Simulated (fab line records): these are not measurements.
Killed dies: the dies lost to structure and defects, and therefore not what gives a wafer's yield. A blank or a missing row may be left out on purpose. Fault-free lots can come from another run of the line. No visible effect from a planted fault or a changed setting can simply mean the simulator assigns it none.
Matching of chambers ; flow n5_finfet ; N5_BEOL_M11_ALD_74 on ald_metal-02: 4 sister chambers
The step deposits TaN, target thk 2 nm, pulse time 2 s, purge time 3 s. 4 wafers are shown with their chamber, then 9 later ones without.

## WAFERS WITH THEIR CHAMBER
wafer;chamber;heater_power_w (W)
L085.2;3;502
L086.1;0;442
L086.5;1;523
L086.6;2;435

## WAFERS WITHOUT THEIR CHAMBER
wafer;heater_power_w (W)
L087.2;419
L087.3;439
L087.5;514
L094.2;415
L094.4;388
L094.5;392
L093.1;398
L093.4;443
L093.5;551

## CHAMBER TAKEN BY EACH
wafer;from the rows above;in truth
L087.2;can't be placed: 2 or 0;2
L087.3;can't be placed: 0 or 2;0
L087.5;can't be placed: 1 or 3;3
L094.2;can't be placed: 2 or 0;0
L094.4;can't be placed: 2 or 0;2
L094.5;can't be placed: 2 or 0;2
L093.1;can't be placed: 2 or 0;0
L093.4;can't be placed: 0 or 2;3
L093.5;can't be placed: 1 or 3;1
0 of 9 placed correctly. Not placeable from these rows: 9 (in 8, the candidates include the true chamber). Number placed wrongly: 0.
How it was worked out, from the rows above alone: a wafer's distance from a chamber is the root of the sum, over the readings, of the square of ((its reading less the chamber's mean) divided by the reading's scatter). If the next closest chamber is less than 2 further off than the closest, the wafer can't be placed; otherwise it belongs to the closest. A chamber's mean is the mean of its shown wafers. The scatter: with one shown wafer a chamber, the root of the mean of the squares of how far each hidden wafer lies from its nearest shown one.
